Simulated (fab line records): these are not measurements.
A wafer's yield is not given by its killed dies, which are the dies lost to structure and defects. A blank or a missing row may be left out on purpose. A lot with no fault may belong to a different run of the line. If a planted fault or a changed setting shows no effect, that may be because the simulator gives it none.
Chamber matching + flow nandHarc + pecvd-04 running NHARC_A_STAIRCASE_DEP_322: 3 sister chambers
The step deposits SiO2, target thk 7200 nm. 3 wafers are shown with their chamber, then 10 later ones without.

== EACH WAFER AND ITS CHAMBER ==
| wafer  | chamber | heaterPowerOuterW (W) |
|--------|---------|-----------------------|
| L088.5 | 2       | 382                   |
| L092.2 | 0       | 433                   |
| L092.3 | 1       | 477                   |

== WAFERS WHOSE CHAMBER IS MISSING ==
| wafer  | heaterPowerOuterW (W) |
|--------|-----------------------|
| L092.5 | 457                   |
| L093.2 | 527                   |
| L093.4 | 390                   |
| L093.5 | 348                   |
| L095.3 | 375                   |
| L095.4 | 459                   |
| L095.6 | 345                   |
| L097.1 | 433                   |
| L097.4 | 370                   |
| L097.5 | 440                   |

== THE CHAMBER EACH PASSED THROUGH ==
| wafer  | from the rows above     | in truth                   |
|--------|-------------------------|----------------------------|
| L092.5 | can't be placed: 1 or 0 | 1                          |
| L093.2 | can't be placed: 1 or 0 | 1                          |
| L093.4 | can't be placed: 2 or 0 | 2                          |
| L093.5 | 2                       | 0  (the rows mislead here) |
| L095.3 | 2                       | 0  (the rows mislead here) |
| L095.4 | can't be placed: 1 or 0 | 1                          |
| L095.6 | 2                       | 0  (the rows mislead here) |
| L097.1 | can't be placed: 0 or 1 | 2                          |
| L097.4 | 2                       | 2                          |
| L097.5 | can't be placed: 0 or 1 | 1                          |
1 of 10 placed correctly. These rows do not allow placing 6 (true chamber among the candidates in 5). Wrongly placed: 3.
How it was worked out, from the rows above alone: a wafer's distance from a chamber is the root of the sum, over the readings, of the square of ((its reading less the chamber's mean) divided by the reading's scatter). The wafer belongs to the nearest chamber; if the next one is less than 2 further off, it can't be placed. A chamber's mean is the mean of its shown wafers. The scatter (one wafer shown for each chamber): square how far every hidden wafer sits from the nearest shown wafer, average those squares and take the square root.
